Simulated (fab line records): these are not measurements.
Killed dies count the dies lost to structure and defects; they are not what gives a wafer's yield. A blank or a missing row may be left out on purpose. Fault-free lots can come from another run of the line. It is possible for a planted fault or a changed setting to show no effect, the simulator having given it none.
Comparing a struck lot with a sound one | flow nand-harc | 41 steps out of a route of 1302
Sound: wafers L801.1, L801.4, L801.5. Struck: wafers L804.2, L804.4, L804.6. The cause comes at the end.
Order at every step that has rows: each side's tool, ch and its chambers, its first start. Under that, the readings that differ: sound wafers | struck wafers | difference of the means | sigmas: that difference in standard deviations of wafers without a fault.
alike: same words and numbers on both sides, and readings whose means sit less than 2 such deviations apart. not compared: any withheld reading, any reading some wafer has no value for, any bound like >300 that may hide the same value, and any number with overlapping values for which the record gives no deviation.
A row with sigmas, a row that says differs or no value, or rows on one side alone: a step with any of these is where the two part. Numbers that don't overlap but have no deviation are shown without sigmas and don't part them. A reading that every wafer of one side lacks parts them only if that side has two wafers or more.

NHARC_THIN_TSV_CD_MEAS_12: the cd target is 1000 nm.
  sound on cd-sem-02 ch 0, day 29 01:29; struck on cd-sem-02 ch 0, day 30 19:32
  alike: cd-nm
then, 2 steps without rows for these wafers: NHARC_THIN_TSV_HARDBAKE_13 (time 80 s); NHARC_THIN_TSV_DESCUM_14 (chemistry O2, time 3 s).
NHARC_THIN_TSV_ETCH_44: etches the open film in CF4/O2, target depth 1594.2 nm, time 797.1 s.
  sound on rie-diel-11 ch 1,3, day 29 01:43; struck on rie-diel-10 ch 0,2, day 30 19:46
  reading            | sound | struck            | difference | sigmas
  mfc-ar-sccm (sccm) | 0 0 0 | 0.025 0.026 0.026 | +0.026     | +2
  alike: drypump-motor-current-A, oes-product-au, rf-vpp-V, showerhead-plenum-p-Torr, throttle-valve-pct
  not compared: rf-hours-counter-h
then, 1 step without rows for these wafers: NHARC_THIN_TSV_ETCH_15 (target depth 3000 nm, bosch target overetch cycles 2, bosch etch step 2.8 s).
NHARC_THIN_TSV_CD_MEAS_16:
  sound on cd-sem-02 at day 29 02:26; struck on cd-sem-02 at day 30 20:29
  alike: cd-nm
then, 2 steps without rows for these wafers: NHARC_THIN_TSV_STRIP_45 (strips in O2); NHARC_THIN_TSV_STRIP_46 (strips in post etch residue remover, time 1200 s).
NHARC_THIN_TSV_DEP_47: deposits SiO2, target thk 200 nm.
  sound on pecvd-02 ch 1,2, day 29 03:18; struck on pecvd-02 ch 0,1, day 30 21:23
  alike: throttle-valve-pct
then, 2 steps without rows for these wafers: NHARC_THIN_TSV_ETCHBACK_48 (etches the open film in C4F8/Ar, target depth 1028.5 nm, time 405.17 s); NHARC_THIN_TSV_STRIP_62 (strips in N2/H2, time 20 s).
NHARC_THIN_TSV_DEGAS_49: time 120 s.
  sound on pvd-sputter-01 at day 29 04:14; struck on pvd-sputter-03 at day 30 22:22
  alike: heater-power-w
NHARC_THIN_TSV_PRE_CLEAN_50: time 30 s.
  sound on pvd-sputter-01 at day 29 04:20; struck on pvd-sputter-03 at day 30 22:26
  alike: heater-power-w
then, 6 steps without rows for these wafers: NHARC_THIN_TSV_PVD_19 (deposits TaN, target thk 20 nm); NHARC_THIN_TSV_PVD_51 (deposits Cu, target thk 100 nm); NHARC_THIN_TSV_ECD_20 (material Cu, target thk 2000 nm); NHARC_THIN_TSV_ANNEAL_52 (time 90 s); NHARC_THIN_TSV_CMP_21 (polishes, t overpolish 30 s, target thk 2000 nm); NHARC_THIN_TSV_SRD_23.
NHARC_THIN_TSV_DEGAS_53: time 60 s.
  sound on pvd-sputter-01 at day 29 06:34; struck on pvd-sputter-03 at day 31 00:23
  alike: heater-power-w
then, 11 steps without rows for these wafers: NHARC_THIN_TSV_PRE_CLEAN_54 (time 30 s); NHARC_THIN_TSV_PVD_55 (deposits TiN, target thk 50 nm); NHARC_THIN_TSV_PVD_24 (deposits Al, target thk 800 nm); NHARC_THIN_TSV_DEHYDRATE_25 (time 120 s); NHARC_THIN_TSV_HMDS_26 (time 30 s); NHARC_THIN_TSV_COAT_27; NHARC_THIN_TSV_SOFTBAKE_28 (time 95 s); NHARC_THIN_TSV_EBR_29; NHARC_THIN_TSV_EXPOSE_30 (exposes mask PAD); NHARC_THIN_TSV_PEB_31 (peb time 85 s); NHARC_THIN_TSV_DEVELOP_32 (time 70 s).
NHARC_THIN_TSV_CD_MEAS_33: the cd target is 5000 nm.
  sound on cd-sem-03 ch 0, day 29 07:34; struck on cd-sem-03 ch 0, day 31 01:31
  alike: cd-nm
then, 2 steps without rows for these wafers: NHARC_THIN_TSV_HARDBAKE_34 (time 80 s); NHARC_THIN_TSV_DESCUM_35 (chemistry O2, time 3 s).
NHARC_THIN_TSV_ETCH_59: etches the open film in Cl2/BCl3, target depth 880 nm, time 138.1 s.
  sound on rie-metal-01 ch 0,1, day 29 07:53; struck on rie-metal-02 ch 0,1, day 31 01:47
  alike: drypump-motor-current-A, oes-product-au, throttle-valve-pct
  not compared: rf-hours-counter-h
then, 3 steps without rows for these wafers: NHARC_THIN_TSV_ETCH_36 (etches the open film in Cl2/BCl3, target depth 65 nm, time 18.571 s); NHARC_THIN_TSV_STRIP_56 (strips in O2); NHARC_THIN_TSV_STRIP_57 (strips in post etch residue remover, time 1200 s).
NHARC_THIN_TSV_CD_MEAS_37:
  sound on cd-sem-01 at day 29 09:01; struck on cd-sem-02 at day 31 02:56
  alike: cd-nm
then, 1 step without rows for these wafers: NHARC_THIN_TSV_ANNEAL_58 (time 1800 s).
NHARC_END_SORT_01:
  sound on prober-01 ch 0, day 29 16:47; struck on prober-02 ch 0, day 31 11:26
  reading                  | sound          | struck         | difference | sigmas
  defect-limited-yield (%) | 89.1 90.7 90.8 | 82.9 80.2 77.1 | -10.1      | -3
  killed-at-other          | 0 3 0          | 42 61 77       | +59        | +54
  killed-dies              | 74 63 62       | 116 134 155    | +69        | +3
  alike: killed-at-array, killed-at-periphery, killed-open, killed-short

WHERE THEY PART
Last at NHARC_END_SORT_01 as far as this record goes, first at NHARC_THIN_TSV_ETCH_44.

WHY: the cause the simulator had injected
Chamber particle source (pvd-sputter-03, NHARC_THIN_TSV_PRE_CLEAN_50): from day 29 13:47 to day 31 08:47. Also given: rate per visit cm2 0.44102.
